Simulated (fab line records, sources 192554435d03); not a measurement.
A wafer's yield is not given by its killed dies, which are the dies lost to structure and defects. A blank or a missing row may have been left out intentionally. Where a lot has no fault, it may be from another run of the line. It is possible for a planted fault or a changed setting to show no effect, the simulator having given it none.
fab line records	flow n5-finfet
record lots=7	wafers=21
route steps=1938 shown BEOL_M6@1224 BEOL_M7@1280 BEOL_M8@1339 BEOL_M10@1496 BEOL_M11@1579 BEOL_M13@1680
start-h: hours from the record's opening day to when the first of the lot's shown wafers began	wait-h: hours elapsed since this lot's preceding step	" same as the row above	L1.1+2: several wafers, shown together as one row	- no value, or no start given	* or withheld: withheld	< > ~ a bound
route shown NAME@n: NAME is a module with steps in the file, n the number in the route of the first one	usual: mean/standard deviation taken from wafers without a fault	same: alike in all rows	chamber/n: place in a boat	sites: each site's reading	_std_site: the values' standard deviation	_edge_site: mean of outer sites minus mean of inner sites	radius-mm: for every site, how far away it sits from the centre of the wafer	mask NAME#n: copy n	behind: tool/chamber where the wafer was last shaped	hold: reason for holding the lot/hours on hold/outcome of the hold	device: whichever transistor did not switch (one of n, p or np)	end of line: the route-end tests of the same wafers	a step given without rows: its recipe and nothing more	killed: count of dies lost to structure and defects at first sort (not the wafer's yield)	map: a wafer's dies, x killed, . not, _ none there
set.NAME: the setting that was run; set.NAME@STEP: the one run at that earlier step	model.NAME: the simulator's own value behind a step, which no gauge read
lots whose settings were changed on purpose; a table a step, a row a wafer
## steps
# step N5_BEOL_M6_EXPOSE_25
# recipe mask-id=V5	na=0.33	source-shape=annular	sigma-inner=0.4	sigma-outer=0.8	polarization=unpolarized	target-cd-nm=40	dose-mj=45
lot.wafer	tool	chamber	start-h	wait-h	mask	set.dose-mj
L076.1+2+4	euv-scanner-02	0	196.44	-	V5#0	45
L082.1+6	euv-scanner-01	0	229.46	-	V5#0	46.67
L082.2	"	0	"	"	V5#0	45
L089.2	euv-scanner-02	0	284.43	-	V5#0	45
L089.3+6	"	0	"	"	V5#0	48.16
L093.4+5+6	euv-scanner-01	0	327.50	-	V5#0	45
L094.1+5+6	euv-scanner-02	0	331.12	-	V5#0	41.82
L092.1	euv-scanner-02	0	333.17	-	V5#0	45
L092.4+5	"	0	"	"	V5#0	47.37
L096.1+2+6	euv-scanner-01	0	351.28	-	V5#0	43.9
# step N5_BEOL_M6_PEB_26
# recipe peb-temp-c=100	peb-time-s=60	resist=CAR-EUV
# step N5_BEOL_M6_DEVELOP_27
# recipe develop-time-s=30	developer=TMAH	resist=CAR-EUV	rinse-liquid=surfactant-rinse	dry=air-spin	dev-temp-c=23
# step N5_BEOL_M6_CD_MEAS_28
# recipe target-cd-nm=40	landing-energy-ev=500	detector=se-inlens
# usual cd-nm=40.03/0.24
lot.wafer	tool	chamber	start-h	wait-h	set.dose-mj@BEOL_M6_EXPOSE_25	cd-nm
L076.1	cd-sem-01	0	196.57	-	45	39.87
L076.2	"	0	"	"	45	40.08
L076.4	"	0	"	"	45	39.66
L082.1	cd-sem-01	0	229.60	-	46.67	40.77
L082.2	"	0	"	"	45	40.25
L082.6	"	0	"	"	46.67	41.11
L089.2	cd-sem-02	0	284.56	-	45	39.86
L089.3	"	0	"	"	48.16	41.62
L089.6	"	0	"	"	48.16	41.60
L093.4	cd-sem-02	0	327.62	-	45	39.77
L093.5	"	0	"	"	45	40.17
L093.6	"	0	"	"	45	40.18
L094.1	cd-sem-01	0	331.26	-	41.82	38.37
L094.5	"	0	"	"	41.82	37.62
L094.6	"	0	"	"	41.82	38.08
L092.1	cd-sem-03	0	333.31	-	45	39.69
L092.4	"	0	"	"	47.37	41.44
L092.5	"	0	"	"	47.37	40.91
L096.1	cd-sem-03	0	351.41	-	43.9	39.58
L096.2	"	0	"	"	43.9	39.35
L096.6	"	0	"	"	43.9	39.82
# step N5_BEOL_M6_DESCUM_33
# recipe chemistry=O2	time-s=7	source-power-w=50	bias-power-w=20	pressure-mtorr=20	rf-frequency-hz=2.712e+07	temp-c=40	resist=CAR-EUV	o2-flow-sccm=225
lot.wafer	tool	chamber	start-h	wait-h	set.dose-mj@BEOL_M6_EXPOSE_25	model.BEOL_M6.cd-nm
L076.1+4	rie-diel-04	1,0	196.70	0.0	45	39.8
L076.2	"	2	"	"	45	40
L082.1+6	rie-diel-05	1,3	229.72	0.0	46.67	40.8
L082.2	"	0	"	"	45	40
L089.2	rie-diel-06	1	284.69	0.0	45	40.2
L089.3	"	2	"	"	48.16	41.4
L089.6	"	3	"	"	48.16	41.6
L093.4	rie-diel-04	3	327.74	0.0	45	39.8
L093.5+6	"	2,1	"	"	45	40
L094.1+5	rie-diel-06	1	331.52	0.2	41.82	38.2
L094.6	"	2	"	"	41.82	38
L092.1	rie-diel-06	0	333.43	0.0	45	40
L092.4+5	"	1,0	"	"	47.37	41
L096.1	rie-diel-04	1	351.54	0.0	43.9	39.2
L096.2+6	"	2,3	"	"	43.9	39.4
# step N5_BEOL_M6_ETCH_72
# recipe chemistry=N2/H2	target=underlayer	target-depth-a=65	mask-material=CAR-EUV	time-s=5.2	ion-energy-ev=200	pressure-mtorr=30	source-w=840	bias-w=150	n2-flow-sccm=200	h2-flow-sccm=200	ends=cleared
lot.wafer	tool	chamber	start-h	wait-h	set.dose-mj@BEOL_M6_EXPOSE_25	model.BEOL_M6.cd-nm
L076.1	rie-diel-04	1	196.73	0.0	45	39.8
L076.2	"	2	"	"	45	40.2
L076.4	"	0	"	"	45	39.6
L082.1+6	rie-diel-05	1,3	229.76	0.0	46.67	40.8
L082.2	"	0	"	"	45	40.2
L089.2	rie-diel-06	1	284.72	0.0	45	40
L089.3	"	2	"	"	48.16	41.6
L089.6	"	3	"	"	48.16	41.8
L093.4	rie-diel-04	3	327.77	0.0	45	39.8
L093.5+6	"	2,1	"	"	45	40
L094.1+5+6	rie-diel-06	1,1,2	331.55	0.0	41.82	38.2
L092.1	rie-diel-06	0	333.47	0.0	45	40
L092.4	"	1	"	"	47.37	41
L092.5	"	0	"	"	47.37	41.2
L096.1	rie-diel-04	1	351.57	0.0	43.9	39.2
L096.2+6	"	2,3	"	"	43.9	39.4
# step N5_BEOL_M6_ETCH_65
# recipe chemistry=CF4	target=SiARC	target-depth-a=156	mask-material=CAR-EUV	time-s=26	ion-energy-ev=80	pressure-mtorr=40	source-w=545	bias-w=36	Ar_flow_sccm=100	cf4-flow-sccm=100	ends=cleared
lot.wafer	tool	chamber	start-h	wait-h	set.dose-mj@BEOL_M6_EXPOSE_25	model.BEOL_M6.cd-nm
L076.1+2	rie-diel-04	1,2	196.75	0.0	45	40
L076.4	"	0	"	"	45	39.6
L082.1+6	rie-diel-05	1,3	229.77	0.0	46.67	40.8
L082.2	"	0	"	"	45	40.2
L089.2	rie-diel-06	1	284.74	0.0	45	40.2
L089.3	"	2	"	"	48.16	41.6
L089.6	"	3	"	"	48.16	41.8
L093.4	rie-diel-04	3	327.79	0.0	45	40
L093.5	"	2	"	"	45	39.8
L093.6	"	1	"	"	45	40.2
L094.1+5	rie-diel-06	1	331.57	0.0	41.82	38.2
L094.6	"	2	"	"	41.82	38
L092.1	rie-diel-06	0	333.48	0.0	45	40
L092.4	"	1	"	"	47.37	41
L092.5	"	0	"	"	47.37	41.2
L096.1+2	rie-diel-04	1,2	351.59	0.0	43.9	39.2
L096.6	"	3	"	"	43.9	39.6
# step N5_BEOL_M6_ETCH_66
# recipe chemistry=N2/H2	target=SOC	target-depth-a=800	overetch-a=160	mask-material=SiARC	temp-c=40	time-s=120	ion-energy-ev=200	pressure-mtorr=30	source-w=840	bias-w=150	n2-flow-sccm=200	h2-flow-sccm=200
# step N5_BEOL_M6_STRIP_69
# recipe chemistry=N2/H2	temp-c=40	n2-flow-sccm=200	h2-flow-sccm=200	rf-frequency-hz=6e+07
# step N5_BEOL_M6_STRIP_73
# recipe chemistry=N2/H2	temp-c=40	n2-flow-sccm=200	h2-flow-sccm=200	rf-frequency-hz=6e+07
# step N5_BEOL_M6_VIA_ETCH_34
# recipe chemistry=C4F6/O2	target=SiCOH_lowk	target-depth-a=1263	mask-material=SOC	taper-deg=4	time-s=50.9	ion-energy-ev=250	pressure-mtorr=30	source-w=345	bias-w=185	Ar_flow_sccm=300	C4F6_flow_sccm=10	O2_flow_sccm=10
lot.wafer	tool	chamber	start-h	wait-h	set.dose-mj@BEOL_M6_EXPOSE_25	model.BEOL_M6.cd-nm
L076.1+2	rie-diel-04	1,2	196.88	0.0	45	40.2
L076.4	"	0	"	"	45	39.8
L082.1	rie-diel-05	1	229.90	0.0	46.67	40.6
L082.2	"	0	"	"	45	40.2
L082.6	"	3	"	"	46.67	40.8
L089.2	rie-diel-06	1	284.87	0.0	45	39.8
L089.3	"	2	"	"	48.16	41.6
L089.6	"	3	"	"	48.16	41.8
L093.4	rie-diel-04	3	327.92	0.0	45	40
L093.5	"	2	"	"	45	39.8
L093.6	"	1	"	"	45	40.2
L094.1+6	rie-diel-06	1,2	331.70	0.0	41.82	38
L094.5	"	1	"	"	41.82	38.2
L092.1	rie-diel-06	0	333.61	0.0	45	40.2
L092.4	"	1	"	"	47.37	40.6
L092.5	"	0	"	"	47.37	41.2
L096.1+2	rie-diel-04	1,2	351.72	0.0	43.9	39
L096.6	"	3	"	"	43.9	39.6
# step N5_BEOL_M7_ETCH_61
# recipe chemistry=CF4	target=SiARC	target-depth-a=455	mask-material=CAR-ArF	time-s=75.8	ion-energy-ev=80	pressure-mtorr=40	source-w=545	bias-w=36	Ar_flow_sccm=100	cf4-flow-sccm=100	ends=cleared
# usual etch-rf-on-time-s=75.0/1.4	rf-vpp-V=184.3/1
lot.wafer	tool	chamber	start-h	wait-h	set.source-w	etch-rf-on-time-s	rf-vpp-V
L076.1	rie-diel-01	2	204.64	0.0	545	75.3	183.5
L076.2	"	1	"	"	545	72.9	184.5
L076.4	"	0	"	"	545	75.2	183.7
L082.1	rie-diel-03	2	242.87	0.0	545	75.7	183.5
L082.2	"	1	"	"	545	77.2	185.4
L082.6	"	0	"	"	545	76.6	182.8
L089.2	rie-diel-01	1	291.97	0.0	545	72.9	185.8
L089.3	"	0	"	"	545	75.9	184.5
L089.6	"	3	"	"	545	74.8	184.6
L093.4	rie-diel-02	2	332.67	0.0	591.1	69.8	179.0
L093.5	"	0	"	"	591.1	68.0	180.2
L093.6	"	3	"	"	591.1	69.7	181.3
L094.1	rie-diel-01	1	338.01	0.0	545	72.7	186.2
L094.5	"	1	"	"	545	73.2	183.7
L094.6	"	3	"	"	456.2	88.9	196.1
L092.1	rie-diel-02	2	338.18	0.0	545	76.1	183.3
L092.4	"	2	"	"	545	76.1	183.7
L092.5	"	0	"	"	570.8	70.8	181.1
L096.1	rie-diel-01	1	357.62	0.0	545	73.0	186.9
L096.2	"	2	"	"	545	77.2	186.1
L096.6	"	3	"	"	545	75.3	183.3
# step N5_BEOL_M7_COAT_64
# recipe resist=SiARC	temp-c=220	time-s=60	spin-rpm=1500	resist-thk-nm=12
lot.wafer	tool	chamber	start-h	wait-h	set.spin-rpm	model.SiARC_of_BEOL_M7_COAT_64.thk-nm
L076.1+2+4	litho-track-01	0	-	-	1500	12
L082.1	litho-track-02	0	-	-	1500	12
L082.2+6	"	0	"	"	1576	11.8
L089.2+3	litho-track-02	0	-	-	1588	11.6
L089.6	"	0	"	"	1500	12
L093.4+6	litho-track-03	0	-	-	1590	11.6
L093.5	"	0	"	"	1500	12
L092.1+4+5	litho-track-02	0	-	-	1500	12
L094.1+6	litho-track-01	0	-	-	1500	12
L094.5	"	0	"	"	1339	12.6
L096.1+6	litho-track-03	0	-	-	1641	11.6
L096.2	"	0	"	"	1500	12
# step N5_BEOL_M7_COAT_71
# recipe resist=underlayer	temp-c=205	time-s=60	spin-rpm=1500	resist-thk-nm=5
# step N5_BEOL_M7_COAT_22
# recipe resist=CAR-EUV	spin-rpm=1500	resist-thk-nm=30
# step N5_BEOL_M7_DESCUM_33
# recipe chemistry=O2	time-s=7	source-power-w=50	bias-power-w=20	pressure-mtorr=20	rf-frequency-hz=2.712e+07	temp-c=40	resist=CAR-EUV	o2-flow-sccm=225
# step N5_BEOL_M7_ETCH_72
# recipe chemistry=N2/H2	target=underlayer	target-depth-a=65	mask-material=CAR-EUV	time-s=5.2	ion-energy-ev=200	pressure-mtorr=30	source-w=840	bias-w=150	n2-flow-sccm=200	h2-flow-sccm=200	ends=cleared
# step N5_BEOL_M7_ETCH_65
# recipe chemistry=CF4	target=SiARC	target-depth-a=156	mask-material=CAR-EUV	time-s=26	ion-energy-ev=80	pressure-mtorr=40	source-w=545	bias-w=36	Ar_flow_sccm=100	cf4-flow-sccm=100	ends=cleared
lot.wafer	tool	chamber	start-h	wait-h	set.spin-rpm@BEOL_M7_COAT_64	model.etch.depth-nm
L076.1+2+4	rie-diel-03	1,3,0	205.72	0.0	1500	12.09
L082.1	rie-diel-02	1	244.23	0.0	1500	12.04
L082.2	"	3	"	"	1576	11.76
L082.6	"	1	"	"	1576	11.78
L089.2	rie-diel-02	1	293.11	0.0	1588	11.65
L089.3	"	0	"	"	1588	11.66
L089.6	"	3	"	"	1500	11.98
L093.4	rie-diel-03	0	333.61	0.0	1590	11.63
L093.5	"	1	"	"	1500	11.98
L093.6	"	0	"	"	1590	11.65
L094.1	rie-diel-01	0	339.32	0.0	1500	11.98
L094.5	"	0	"	"	1339	12.67
L094.6	"	3	"	"	1500	11.97
L092.1+5	rie-diel-02	3,2	339.49	0.0	1500	12.01
L092.4	"	0	"	"	1500	12
L096.1	rie-diel-03	3	360.12	0.0	1641	11.52
L096.2	"	0	"	"	1500	12.01
L096.6	"	2	"	"	1641	11.5
# step N5_BEOL_M8_COAT_05
# recipe resist=CAR-ArF	spin-rpm=1500	resist-thk-nm=90
lot.wafer	tool	chamber	start-h	wait-h	set.spin-rpm	model.CAR-ArF_of_BEOL_M8_COAT_05.thk-nm
L076.1	litho-track-04	0	-	-	1500	89.8
L076.2+4	"	0	"	"	1500	89.6
L082.1+6	litho-track-01	0	-	-	1391	93.6
L082.2	"	0	"	"	1500	90
L089.2	litho-track-05	0	-	-	1652	85.8
L089.3+6	"	0	"	"	1652	85.6
L093.4+5	litho-track-01	0	-	-	1500	90.2
L093.6	"	0	"	"	1597	87.6
L092.1	litho-track-04	0	-	-	1655	85.4
L092.4	"	0	"	"	1500	89.8
L092.5	"	0	"	"	1655	85.8
L094.1+6	litho-track-04	0	-	-	1581	87.8
L094.5	"	0	"	"	1500	90
L096.1	litho-track-01	0	-	-	1579	88.2
L096.2	"	0	"	"	1579	88.4
L096.6	"	0	"	"	1500	90.6
# step N5_BEOL_M8_ETCH_61
# recipe chemistry=CF4	target=SiARC	target-depth-a=455	mask-material=CAR-ArF	time-s=75.8	ion-energy-ev=80	pressure-mtorr=40	source-w=545	bias-w=36	Ar_flow_sccm=100	cf4-flow-sccm=100	ends=cleared
# usual rf-vpp-V=184.3/1.2
lot.wafer	tool	chamber	start-h	wait-h	set.bias-w	set.spin-rpm@BEOL_M8_COAT_05	rf-vpp-V	model.CAR-ArF_of_BEOL_M8_COAT_05.thk-nm
L076.1	rie-diel-05	3	210.37	0.0	36	1500	187.1	50.6
L076.2	"	2	"	"	36	1500	186.2	50.4
L076.4	"	1	"	"	36	1500	185.3	50.4
L082.1	rie-diel-05	1	250.11	0.0	39.15	1391	194.3	54.4
L082.2	"	2	"	"	36	1500	186.3	50.6
L082.6	"	0	"	"	36	1391	182.0	54.6
L089.2	rie-diel-04	3	301.55	0.0	40.53	1652	197.9	46.6
L089.3	"	1	"	"	40.53	1652	197.7	46.6
L089.6	"	1	"	"	36	1652	183.8	46.4
L093.4	rie-diel-06	0	340.95	0.0	36	1500	185.8	51.2
L093.5	"	2	"	"	40.43	1500	198.2	51.2
L093.6	"	1	"	"	40.43	1597	197.6	48.6
L092.1	rie-diel-05	0	344.97	0.0	36	1655	183.5	46.2
L092.4	"	1	"	"	36	1500	183.9	50.8
L092.5	"	1	"	"	36	1655	183.9	46.6
L094.1	rie-diel-06	3	345.30	0.0	36	1581	186.6	48.6
L094.5	"	0	"	"	33.13	1500	174.5	50.8
L094.6	"	1	"	"	33.13	1581	173.9	48.8
L096.1	rie-diel-05	2	367.39	0.0	36	1579	184.6	49
L096.2	"	3	"	"	36	1579	184.5	49.2
L096.6	"	3	"	"	36	1500	184.5	51.2
# step N5_BEOL_M8_TRENCH_ETCH_37
# recipe chemistry=C4F6/O2	target-depth-a=934.78	target=SiCOH_lowk	time-s=31.2	ion-energy-ev=250	pressure-mtorr=30	source-w=345	bias-w=185	Ar_flow_sccm=300	C4F6_flow_sccm=10	O2_flow_sccm=10
# usual rf-vpp-V=674/16
lot.wafer	tool	chamber	start-h	wait-h	set.bias-w	rf-vpp-V
L076.1	rie-diel-05	0	-	-	185	657
L076.2	"	1	"	"	185	690
L076.4	"	3	"	"	185	670
L082.1	rie-diel-05	1	-	-	166.6	633
L082.2	"	0	"	"	166.6	603
L082.6	"	0	"	"	166.6	605
L089.2	rie-diel-06	1	-	-	185	688
L089.3	"	3	"	"	207.9	720
L089.6	"	2	"	"	207.9	743
L093.4	rie-diel-05	1	-	-	210.5	763
L093.5	"	2	"	"	210.5	732
L093.6	"	3	"	"	185	668
L094.1	rie-diel-05	3	-	-	185	668
L094.5	"	0	"	"	159.5	582
L094.6	"	1	"	"	159.5	614
L092.1	rie-diel-04	0	-	-	185	695
L092.4	"	2	"	"	185	678
L092.5	"	1	"	"	202.6	741
L096.1	rie-diel-06	0	-	-	185	643
L096.2	"	3	"	"	185	656
L096.6	"	3	"	"	185	657
# step N5_BEOL_M10_COAT_22
# recipe resist=CAR-ArF	spin-rpm=1500	resist-thk-nm=90
lot.wafer	tool	chamber	start-h	wait-h	set.spin-rpm	model.CAR-ArF_of_BEOL_M10_COAT_22.thk-nm
L076.1+4	litho-track-04	0	-	-	1500	90.2
L076.2	"	0	"	"	1500	90
L082.1	litho-track-04	0	-	-	1500	89.8
L082.2	"	0	"	"	1335	94.8
L082.6	"	0	"	"	1500	89.6
L089.2	litho-track-01	0	-	-	1500	90.2
L089.3+6	"	0	"	"	1500	90
L093.4+5+6	litho-track-04	0	-	-	1354	94.6
L092.1	litho-track-04	0	-	-	1362	94
L092.4+5	"	0	"	"	1500	89.8
L094.1	litho-track-02	0	-	-	1500	90
L094.5	"	0	"	"	1365	94.4
L094.6	"	0	"	"	1365	94.6
L096.1+6	litho-track-04	0	-	-	1500	90
L096.2	"	0	"	"	1398	93.4
# step N5_BEOL_M10_EBR_24
# recipe solvent=PGMEA	ebr-width-mm=1.5
# step N5_BEOL_M10_SOFTBAKE_23
# recipe temp-c=110	time-s=60	resist=CAR-ArF
# step N5_BEOL_M10_DESCUM_33
# recipe chemistry=O2	time-s=7.9	source-power-w=50	bias-power-w=20	pressure-mtorr=20	rf-frequency-hz=2.712e+07	temp-c=40	resist=CAR-ArF	o2-flow-sccm=225
lot.wafer	tool	chamber	start-h	wait-h	set.spin-rpm@BEOL_M10_COAT_22	model.CAR-ArF_of_BEOL_M10_COAT_22.thk-nm
L076.1+4	rie-diel-06	1,3	236.59	0.8	1500	83.6
L076.2	"	2	"	"	1500	83.4
L082.1	rie-diel-06	2	267.81	0.4	1500	83.2
L082.2	"	3	"	"	1335	88.2
L082.6	"	3	"	"	1500	83
L089.2	rie-diel-05	0	318.09	0.0	1500	83.8
L089.3+6	"	1,0	"	"	1500	83.6
L093.4+5+6	rie-diel-06	0,3,0	359.92	0.3	1354	88
L092.1	rie-diel-06	0	362.52	0.0	1362	87.2
L092.4+5	"	1,2	"	"	1500	83.2
L094.1	rie-diel-04	2	366.58	0.1	1500	83.4
L094.5	"	2	"	"	1365	87.8
L094.6	"	3	"	"	1365	88
L096.1	rie-diel-06	0	387.06	0.0	1500	83.4
L096.2	"	3	"	"	1398	86.8
L096.6	"	1	"	"	1500	83.6
# step N5_BEOL_M11_ETCH_41
# recipe chemistry=CH3F/O2	target=SiCN	target-depth-a=426	taper-deg=2	time-s=86	ion-energy-ev=120	mask-material=TiN	pressure-mtorr=30	source-w=395	bias-w=75	Ar_flow_sccm=150	CH3F_flow_sccm=30	O2_flow_sccm=20
lot.wafer	tool	chamber	start-h	wait-h	set.time-s	model.etch.depth-nm
L076.1	rie-diel-02	0	-	-	86	32.88
L076.2	"	2	"	"	86	32.68
L076.4	"	3	"	"	86	31.66
L082.1	rie-diel-02	2	-	-	86	33.2
L082.2	"	3	"	"	86	32.1
L082.6	"	1	"	"	86	32.49
L089.2	rie-diel-03	0	-	-	86	32.31
L089.3	"	1	"	"	86	31.66
L089.6	"	1	"	"	100.8	37.14
L093.4	rie-diel-03	2	-	-	86	31.84
L093.5	"	1	"	"	86	31.29
L093.6	"	0	"	"	69.79	25.82
L092.1	rie-diel-02	1	-	-	68.35	26.86
L092.4	"	0	"	"	68.35	26.95
L092.5	"	1	"	"	68.35	27.07
L094.1	rie-diel-03	0	-	-	104.4	38.69
L094.5	"	2	"	"	86	31.6
L094.6	"	1	"	"	104.4	37.97
L096.1	rie-diel-03	0	-	-	86	32.11
L096.2	"	1	"	"	86	31.61
L096.6	"	0	"	"	100.5	37.28
# step N5_BEOL_M13_COAT_65
# recipe resist=SOC	temp-c=250	time-s=60	spin-rpm=1500	resist-thk-nm=350
lot.wafer	tool	chamber	start-h	wait-h	set.spin-rpm	model.SOC_of_BEOL_M13_COAT_65.thk-nm
L076.1	litho-track-05	0	256.56	0.0	1500	349.6
L076.2	"	0	"	"	1500	349.4
L076.4	"	0	"	"	1500	349
L082.1	litho-track-01	0	294.95	0.0	1500	351.2
L082.2	"	0	"	"	1500	350
L082.6	"	0	"	"	1500	351.6
L089.2	litho-track-04	0	340.47	0.0	1398	363.4
L089.3	"	0	"	"	1398	364.4
L089.6	"	0	"	"	1500	350.2
L092.1	litho-track-04	0	383.14	0.0	1500	350.2
L092.4	"	0	"	"	1500	350
L092.5	"	0	"	"	1364	366.2
L093.4	litho-track-05	0	385.71	0.0	1456	354.2
L093.5	"	0	"	"	1500	350
L093.6	"	0	"	"	1500	348.4
L094.1	litho-track-05	0	386.25	0.0	1580	341.4
L094.5	"	0	"	"	1580	340
L094.6	"	0	"	"	1500	349.8
L096.1	litho-track-01	0	411.14	0.0	1619	338
L096.2	"	0	"	"	1500	350
L096.6	"	0	"	"	1500	350.2
## key
split step=N5_BEOL_M6_EXPOSE_25	setting=dose-mj	stated=45	by=wafer
response step=N5_BEOL_M6_CD_MEAS_28	reading=cd-nm	change=+0.25	per=1%	r=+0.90
response step=N5_BEOL_M6_DESCUM_33	reading=model.BEOL_M6.cd-nm	change=+0.191	per=1%	r=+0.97
response step=N5_BEOL_M6_ETCH_72	reading=model.BEOL_M6.cd-nm	change=+0.22	per=1%	r=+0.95
response step=N5_BEOL_M6_ETCH_65	reading=model.BEOL_M6.cd-nm	change=+0.204	per=1%	r=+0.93
response step=N5_BEOL_M6_VIA_ETCH_34	reading=model.BEOL_M6.cd-nm	change=+0.208	per=1%	r=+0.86
split step=N5_BEOL_M7_ETCH_61	setting=source-w	stated=545	by=wafer
response step=N5_BEOL_M7_ETCH_61	reading=etch-rf-on-time-s	change=*	per=1%	r=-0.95
response step=N5_BEOL_M7_ETCH_61	reading=rf-vpp-V	change=-0.672	per=1%	r=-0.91
split step=N5_BEOL_M7_COAT_64	setting=spin-rpm	stated=1500	by=wafer
response step=N5_BEOL_M7_COAT_64	reading=model.SiARC_of_BEOL_M7_COAT_64.thk-nm	change=-0.0533	per=1%	r=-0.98
response step=N5_BEOL_M7_ETCH_65	reading=model.etch.depth-nm	change=-0.0586	per=1%	r=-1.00
split step=N5_BEOL_M8_COAT_05	setting=spin-rpm	stated=1500	by=wafer
response step=N5_BEOL_M8_COAT_05	reading=model.CAR-ArF_of_BEOL_M8_COAT_05.thk-nm	change=-0.427	per=1%	r=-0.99
response step=N5_BEOL_M8_ETCH_61	reading=model.CAR-ArF_of_BEOL_M8_COAT_05.thk-nm	change=-0.438	per=1%	r=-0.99
split step=N5_BEOL_M8_ETCH_61	setting=bias-w	stated=36	by=wafer
response step=N5_BEOL_M8_ETCH_61	reading=rf-vpp-V	change=+1.14	per=1%	r=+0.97
split step=N5_BEOL_M8_TRENCH_ETCH_37	setting=bias-w	stated=185	by=wafer
response step=N5_BEOL_M8_TRENCH_ETCH_37	reading=rf-vpp-V	change=+5.01	per=1%	r=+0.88
split step=N5_BEOL_M10_COAT_22	setting=spin-rpm	stated=1500	by=wafer
response step=N5_BEOL_M10_COAT_22	reading=model.CAR-ArF_of_BEOL_M10_COAT_22.thk-nm	change=-0.476	per=1%	r=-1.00
response step=N5_BEOL_M10_DESCUM_33	reading=model.CAR-ArF_of_BEOL_M10_COAT_22.thk-nm	change=-0.468	per=1%	r=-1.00
split step=N5_BEOL_M11_ETCH_41	setting=time-s	stated=86	by=wafer
response step=N5_BEOL_M11_ETCH_41	reading=model.etch.depth-nm	change=+0.31	per=1%	r=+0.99
split step=N5_BEOL_M13_COAT_65	setting=spin-rpm	stated=1500	by=wafer
response step=N5_BEOL_M13_COAT_65	reading=model.SOC_of_BEOL_M13_COAT_65.thk-nm	change=-1.74	per=1%	r=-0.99
